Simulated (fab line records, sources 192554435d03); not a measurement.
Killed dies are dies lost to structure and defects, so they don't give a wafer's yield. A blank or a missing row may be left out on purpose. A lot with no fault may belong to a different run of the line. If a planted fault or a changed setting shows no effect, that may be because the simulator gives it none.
Chamber matching / flow n5-finfet / N5_ILD0_ALD_15 on ald-sin-03: 4 sister chambers
The step deposits SiNx, target thk 24 nm, pulse time 1 s, ald cycles 480. 16 wafers are shown with their chamber, then 8 later ones without.

## WAFERS PAIRED WITH THEIR CHAMBERS
wafer=L077.2; chamber=2; heater-power-w (W)=927; precursor-pulse-height-rel=1.008
wafer=L077.3; chamber=3; heater-power-w (W)=926; precursor-pulse-height-rel=0.986
wafer=L077.6; chamber=1; heater-power-w (W)=806; precursor-pulse-height-rel=1.043
wafer=L078.1; chamber=3; heater-power-w (W)=891; precursor-pulse-height-rel=1.025
wafer=L078.4; chamber=1; heater-power-w (W)=820; precursor-pulse-height-rel=0.999
wafer=L078.6; chamber=2; heater-power-w (W)=858; precursor-pulse-height-rel=1.012
wafer=L079.2; chamber=0; heater-power-w (W)=771; precursor-pulse-height-rel=0.986
wafer=L079.3; chamber=1; heater-power-w (W)=795; precursor-pulse-height-rel=1.014
wafer=L079.4; chamber=2; heater-power-w (W)=872; precursor-pulse-height-rel=1.033
wafer=L082.1; chamber=3; heater-power-w (W)=879; precursor-pulse-height-rel=1.014
wafer=L082.3; chamber=0; heater-power-w (W)=758; precursor-pulse-height-rel=1.035
wafer=L082.6; chamber=3; heater-power-w (W)=902; precursor-pulse-height-rel=0.971
wafer=L083.1; chamber=0; heater-power-w (W)=777; precursor-pulse-height-rel=0.978
wafer=L083.2; chamber=2; heater-power-w (W)=887; precursor-pulse-height-rel=0.989
wafer=L083.3; chamber=1; heater-power-w (W)=800; precursor-pulse-height-rel=1.007
wafer=L083.4; chamber=3; heater-power-w (W)=901; precursor-pulse-height-rel=1.046

SIGNATURES, as means of the wafers listed above
reading=heater-power-w; chamber 0=768.67; chamber 1=805.25; chamber 2=886.00; chamber 3=899.80; scatter within a chamber=19.2
reading=precursor-pulse-height-rel; chamber 0=0.99967; chamber 1=1.01575; chamber 2=1.01050; chamber 3=1.00840; scatter within a chamber=0.0252
Rule: for a wafer and a chamber, the distance is found by dividing, reading by reading, the gap between the wafer's reading and the chamber's mean by the reading's scatter, squaring, summing and taking the root. The wafer belongs to the nearest chamber; if the next one is less than 2 further off, it can't be placed. The scatter: the root of (the sum of the squares of (reading less its chamber's mean) over the shown wafers, divided by (wafers less chambers)).

## WAFERS WITHOUT THEIR CHAMBER
wafer=L083.5; heater-power-w (W)=772; precursor-pulse-height-rel=0.989
wafer=L083.6; heater-power-w (W)=902; precursor-pulse-height-rel=1.004
wafer=L085.2; heater-power-w (W)=907; precursor-pulse-height-rel=0.976
wafer=L085.3; heater-power-w (W)=874; precursor-pulse-height-rel=1.033
wafer=L085.6; heater-power-w (W)=831; precursor-pulse-height-rel=0.992
wafer=L097.2; heater-power-w (W)=833; precursor-pulse-height-rel=1.000
wafer=L097.3; heater-power-w (W)=791; precursor-pulse-height-rel=1.009
wafer=L097.6; heater-power-w (W)=899; precursor-pulse-height-rel=1.001

## CHAMBER TAKEN BY EACH
wafer=L083.5; from the rows above=can't be placed: 0 or 1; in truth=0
wafer=L083.6; from the rows above=can't be placed: 3 or 2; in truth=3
wafer=L085.2; from the rows above=can't be placed: 3 or 2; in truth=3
wafer=L085.3; from the rows above=can't be placed: 2 or 3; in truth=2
wafer=L085.6; from the rows above=can't be placed: 1 or 2 or 0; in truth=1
wafer=L097.2; from the rows above=can't be placed: 1 or 2 or 0 or 3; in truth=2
wafer=L097.3; from the rows above=can't be placed: 1 or 0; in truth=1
wafer=L097.6; from the rows above=can't be placed: 3 or 2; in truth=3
0 of 8 placed correctly. Cannot be placed on the basis of these rows: 8; the candidates contain the true chamber in 8. Number placed wrongly: 0.
